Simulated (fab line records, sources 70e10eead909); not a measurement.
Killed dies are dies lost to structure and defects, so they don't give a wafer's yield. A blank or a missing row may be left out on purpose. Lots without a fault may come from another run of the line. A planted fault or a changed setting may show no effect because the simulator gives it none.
Chamber matching | flow nand_harc | NHARC_P_BONDPAD_STRIP_15 on rie_diel-11: 4 sister chambers
The step strips in O2. 14 wafers are shown with their chamber, then 7 later ones without.

WAFERS WITH THEIR CHAMBER
wafer  | chamber | drypump_motor_current_A (A) | o2_flow_sccm (sccm) | oes_product_au (a.u.)
L085.3 | 2       | 5.4                         | 501.5               | 0.994
L085.4 | 3       | 5.4                         | 499.6               | 0.998
L085.5 | 1       | 6.1                         | 500.7               | 1.010
L088.2 | 2       | 5.4                         | 499.3               | 1.009
L088.4 | 1       | 6.1                         | 499.7               | 0.991
L088.5 | 1       | 6.1                         | 500.8               | 0.999
L090.1 | 0       | 5.8                         | 501.1               | 0.997
L090.2 | 1       | 6.1                         | 500.6               | 1.000
L090.3 | 3       | 5.5                         | 498.4               | 0.995
L092.1 | 2       | 5.4                         | 501.4               | 1.002
L092.2 | 1       | 6.1                         | 501.3               | 0.985
L092.5 | 0       | 5.8                         | 502.0               | 0.991
L093.2 | 2       | 5.4                         | 499.1               | 1.014
L093.3 | 1       | 6.1                         | 497.6               | 0.994

SIGNATURES (means of the wafers above)
reading                 | chamber 0 | chamber 1 | chamber 2 | chamber 3 | scatter within a chamber
drypump_motor_current_A | 5.800     | 6.100     | 5.400     | 5.450     | 0.0224
o2_flow_sccm            | 501.550   | 500.117   | 500.325   | 499.000   | 1.23
oes_product_au          | 0.99400   | 0.99650   | 1.00475   | 0.99650   | 0.00787
Rule: a wafer's distance from a chamber is the root of the sum, over the readings, of the square of ((its reading less the chamber's mean) divided by the reading's scatter). The wafer belongs to the nearest chamber; if the next one is less than 2 further off, it can't be placed. The scatter: the root of (the sum of the squares of (reading less its chamber's mean) over the shown wafers, divided by (wafers less chambers)).

WAFERS WITHOUT THEIR CHAMBER
wafer  | drypump_motor_current_A (A) | o2_flow_sccm (sccm) | oes_product_au (a.u.)
L093.4 | 5.9                         | 499.9               | 1.001
L094.2 | 6.1                         | 498.8               | 0.995
L094.4 | 5.8                         | 495.5               | 0.997
L094.5 | 6.1                         | 498.6               | 1.000
L096.1 | 5.4                         | 499.9               | 1.003
L096.3 | 6.1                         | 500.8               | 0.993
L096.6 | 5.9                         | 499.0               | 0.996

WHICH CHAMBER EACH WENT THROUGH
wafer  | from the rows above | in truth
L093.4 | 0                   | 0
L094.2 | 1                   | 1
L094.4 | 0                   | 0
L094.5 | 1                   | 1
L096.1 | 2                   | 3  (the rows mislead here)
L096.3 | 1                   | 1
L096.6 | 0                   | 0
Placed correctly: 6 of 7. Can't be placed from these rows: 0. Placed wrongly: 1.
